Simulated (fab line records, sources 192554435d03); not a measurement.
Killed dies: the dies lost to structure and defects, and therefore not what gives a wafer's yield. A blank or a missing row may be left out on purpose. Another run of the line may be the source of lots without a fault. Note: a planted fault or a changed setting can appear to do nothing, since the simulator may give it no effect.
Chamber matching / flow n5Finfet / N5_MOL_CONTACT_COAG_ALD_20 on aldMetal-01 has 4 sister chambers
The step deposits TiN, target thk 1.5 nm, pulse time 1 s, purge time 3 s. 24 wafers are shown with their chamber, then 12 later ones without.

WAFERS, EACH WITH ITS CHAMBER
wafer=L076.3; chamber=1; heaterPowerW (W)=868; precursorPulseHeightRel=1.032
wafer=L076.4; chamber=0; heaterPowerW (W)=905; precursorPulseHeightRel=0.981
wafer=L076.6; chamber=2; heaterPowerW (W)=880; precursorPulseHeightRel=1.007
wafer=L077.3; chamber=3; heaterPowerW (W)=721; precursorPulseHeightRel=0.991
wafer=L077.4; chamber=2; heaterPowerW (W)=888; precursorPulseHeightRel=1.004
wafer=L077.6; chamber=2; heaterPowerW (W)=902; precursorPulseHeightRel=0.996
wafer=L079.1; chamber=2; heaterPowerW (W)=893; precursorPulseHeightRel=1.023
wafer=L079.2; chamber=1; heaterPowerW (W)=851; precursorPulseHeightRel=0.977
wafer=L079.3; chamber=0; heaterPowerW (W)=912; precursorPulseHeightRel=0.997
wafer=L079.4; chamber=3; heaterPowerW (W)=731; precursorPulseHeightRel=0.993
wafer=L079.5; chamber=2; heaterPowerW (W)=885; precursorPulseHeightRel=0.992
wafer=L079.6; chamber=1; heaterPowerW (W)=862; precursorPulseHeightRel=0.976
wafer=L086.1; chamber=2; heaterPowerW (W)=873; precursorPulseHeightRel=0.988
wafer=L086.3; chamber=1; heaterPowerW (W)=847; precursorPulseHeightRel=1.014
wafer=L086.5; chamber=2; heaterPowerW (W)=882; precursorPulseHeightRel=1.022
wafer=L087.3; chamber=0; heaterPowerW (W)=904; precursorPulseHeightRel=1.015
wafer=L087.4; chamber=1; heaterPowerW (W)=856; precursorPulseHeightRel=1.012
wafer=L087.6; chamber=0; heaterPowerW (W)=926; precursorPulseHeightRel=1.026
wafer=L088.2; chamber=1; heaterPowerW (W)=844; precursorPulseHeightRel=1.009
wafer=L088.5; chamber=1; heaterPowerW (W)=853; precursorPulseHeightRel=0.986
wafer=L088.6; chamber=2; heaterPowerW (W)=893; precursorPulseHeightRel=1.012
wafer=L089.4; chamber=0; heaterPowerW (W)=915; precursorPulseHeightRel=0.986
wafer=L089.5; chamber=0; heaterPowerW (W)=931; precursorPulseHeightRel=1.017
wafer=L089.6; chamber=3; heaterPowerW (W)=741; precursorPulseHeightRel=0.977

SIGNATURES (averages over the wafers above)
reading=heaterPowerW; chamber 0=915.50; chamber 1=854.43; chamber 2=887.00; chamber 3=731.00; scatter within a chamber=9.48
reading=precursorPulseHeightRel; chamber 0=1.00367; chamber 1=1.00086; chamber 2=1.00550; chamber 3=0.98700; scatter within a chamber=0.017
Rule: a wafer lies at a distance from a chamber equal to the root of the sum of squares, over the readings, of (its reading less the chamber's mean, divided by the reading's scatter). The wafer belongs to the nearest chamber; if the next one is less than 2 further off, it can't be placed. How the scatter is found: for the shown wafers, subtract from each reading the mean of its chamber, square and add these, divide the total by (wafers less chambers), then take the root.

WAFERS WHOSE CHAMBER IS MISSING
wafer=L090.1; heaterPowerW (W)=859; precursorPulseHeightRel=0.971
wafer=L090.2; heaterPowerW (W)=891; precursorPulseHeightRel=1.002
wafer=L090.3; heaterPowerW (W)=923; precursorPulseHeightRel=1.042
wafer=L090.4; heaterPowerW (W)=728; precursorPulseHeightRel=0.992
wafer=L090.5; heaterPowerW (W)=845; precursorPulseHeightRel=0.999
wafer=L090.6; heaterPowerW (W)=934; precursorPulseHeightRel=1.009
wafer=L093.1; heaterPowerW (W)=902; precursorPulseHeightRel=0.991
wafer=L093.2; heaterPowerW (W)=861; precursorPulseHeightRel=1.022
wafer=L093.3; heaterPowerW (W)=735; precursorPulseHeightRel=0.983
wafer=L093.4; heaterPowerW (W)=915; precursorPulseHeightRel=0.971
wafer=L093.5; heaterPowerW (W)=845; precursorPulseHeightRel=0.991
wafer=L093.6; heaterPowerW (W)=921; precursorPulseHeightRel=0.992

WHICH CHAMBER EACH WENT THROUGH
wafer=L090.1; from the rows above=can't be placed: 1 or 2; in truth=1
wafer=L090.2; from the rows above=2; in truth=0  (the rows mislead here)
wafer=L090.3; from the rows above=can't be placed: 0 or 2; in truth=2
wafer=L090.4; from the rows above=3; in truth=3
wafer=L090.5; from the rows above=1; in truth=1
wafer=L090.6; from the rows above=0; in truth=0
wafer=L093.1; from the rows above=can't be placed: 0 or 2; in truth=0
wafer=L093.2; from the rows above=can't be placed: 1 or 2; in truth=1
wafer=L093.3; from the rows above=3; in truth=3
wafer=L093.4; from the rows above=can't be placed: 0 or 2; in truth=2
wafer=L093.5; from the rows above=1; in truth=1
wafer=L093.6; from the rows above=0; in truth=0
Correctly placed: 6 of 12. Not placeable from these rows: 5 (in 5, the candidates include the true chamber). 1 placed wrongly.
